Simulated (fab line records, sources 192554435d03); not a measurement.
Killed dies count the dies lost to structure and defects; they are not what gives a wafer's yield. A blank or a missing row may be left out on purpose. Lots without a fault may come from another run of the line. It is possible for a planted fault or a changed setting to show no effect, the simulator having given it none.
2 desks, one fault | flow n5 finfet | what lay behind the numbers comes last; until then each desk has only its own

## METROLOGY DESK
What the gauges read for every lot (on any tool): the sampled wafers with a number, averaged. The brackets show how far a lot's mean lies from the usual mean; more than 4 standard deviations puts the lot out of limits, marked OUT. Readings shown: 7 out of 12 (the first out of limits, and those lying furthest out on some lot).
Columns: A = PWELL_OVL at N5_WELL_APT_OVL_MEAS_26, usual 3 nm; B = DIBL_N at N5_BEOL_M4_RC_MEAS_101, usual 36.0 mV/V; C = IOFF_N_LONG at N5_BEOL_M4_RC_MEAS_101, usual 5.6e-05 nA/um; D = ION_N at N5_BEOL_M4_RC_MEAS_101, usual 675 uA/um; E = SS_N at N5_BEOL_M4_RC_MEAS_101, usual 71.5 mV/dec; F = VT_N at N5_BEOL_M4_RC_MEAS_101, usual 250 mV; G = VT_P at N5_BEOL_M4_RC_MEAS_101, usual -251 mV
lot  | first seen here | A  | B    | C                  | D   | E    | F   | G
L112 | day 1 20:50     | -2 | 36.0 | 6.3e-05            | 692 | 71.3 | 243 | -246
L114 | day 2 10:07     | 7  | 36.2 | 5.5e-05            | 672 | 72.8 | 252 | -251
L117 | day 3 02:46     | 2  | 34.7 | 5.6e-05            | 677 | 70.0 | 253 | -250
L120 | day 3 21:19     | 6  | 36.5 | 5.3e-05            | 666 | 71.7 | 250 | -254
L121 | day 4 02:58     | 5  | 36.2 | 5.8e-05            | 666 | 71.4 | 249 | -251
L123 | day 4 14:58     | -2 | 35.4 | 5.3e-05            | 676 | 71.5 | 251 | -254
L124 | day 4 20:50     | -4 | 36.8 | 5.7e-05            | 672 | 71.8 | 247 | -248
L125 | day 5 03:20     | 0  | 33.7 | 5.4e-05            | 675 | 70.9 | 252 | -253
L126 | day 5 09:22     | 9  | 37.5 | 7.4e-05 (+5.5) OUT | 685 | 71.9 | 248 | -249
L127 | day 5 15:36     | -2 | 37.3 | 5.6e-05            | 670 | 72.2 | 248 | -250
L131 | day 6 14:53     | 5  | 34.8 | 7.1e-05 (+4.6) OUT | 671 | 71.0 | 253 | -252
This desk reports L126, L131 out of limits; the earliest was L126 at day 12 04:15 (IOFF_N_LONG at N5_BEOL_M4_RC_MEAS_101). L112, L114, L117, L120, L121, L123, L124, L125, L127 stayed within limits.

## TOOL OWNER'S DESK, rtp anneal-02
At N5_WELL_APT_RTA_34 (time 10 s), the tool's own readings, given per lot that ran on this tool as the mean of the sampled wafers with a number. The brackets show how far a lot's mean lies from the usual mean; more than 4 standard deviations puts the lot out of limits, marked OUT. Readings shown: 7 out of 9 (the first out of limits, and those lying furthest out on some lot).
Columns: A = lamp power pct at N5_WELL_APT_RTA_34, usual 13.01 %; B = lamp_zone_2_pct at N5_WELL_APT_RTA_34, usual 12.996 %; C = lamp_zone_3_pct at N5_WELL_APT_RTA_34, usual 12.999 %; D = lamp_zone_4_pct at N5_WELL_APT_RTA_34, usual 12.997 %; E = lamp_zone_5_pct at N5_WELL_APT_RTA_34, usual 13.00 %; F = lamp_zone_6_pct at N5_WELL_APT_RTA_34, usual 12.92 %; G = lamp_zone_7_pct at N5_WELL_APT_RTA_34, usual 13.42 %
lot  | first seen here | A               | B                | C                | D                | E               | F               | G
L112 | day 1 21:53     | 13.00           | 12.980           | 12.989           | 13.002           | 13.02           | 12.93           | 13.41
L114 | day 2 11:03     | 13.00           | 12.973           | 13.033           | 13.004           | 13.02           | 12.91           | 13.41
L117 | day 3 04:08     | 12.98           | 12.978           | 13.002           | 12.979           | 13.03           | 12.92           | 13.43
L125 | day 5 04:14     | 12.96           | 12.973           | 12.995           | 13.027           | 12.98           | 12.94           | 13.41
L126 | day 5 10:50     | 11.45 (-28) OUT | 11.400 (-57) OUT | 11.405 (-53) OUT | 11.427 (-56) OUT | 11.44 (-52) OUT | 11.34 (-51) OUT | 11.80 (-51) OUT
L131 | day 6 15:52     | 11.45 (-28) OUT | 11.418 (-56) OUT | 11.433 (-52) OUT | 11.422 (-56) OUT | 11.43 (-52) OUT | 11.34 (-51) OUT | 11.78 (-51) OUT
This desk finds L126, L131 out of limits, L126 being first, at day 5 10:50 (lamp power pct at N5_WELL_APT_RTA_34). L112, L114, L117, L125 stayed within limits.

## BROUGHT TOGETHER
At day 5 10:50, on L126, L131, the tool owner's desk was in a position to raise an alarm.
The metrology desk could have raised an alarm at day 12 04:15, on L126, L131.
N5_WELL_APT_RTA_34 was run on rtp anneal-02 by each of the lots named.

## WHAT HAD BEEN PUT IN BY THE SIMULATOR
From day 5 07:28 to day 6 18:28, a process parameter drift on rtp anneal-02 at N5_WELL_APT_RTA_34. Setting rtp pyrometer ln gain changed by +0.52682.
Shown lots that were struck: L126, L131.
Delay (hours) between the fault's onset and each desk's first out-of-limits reading: 3 at the tool owner's desk, 165 at the metrology desk.
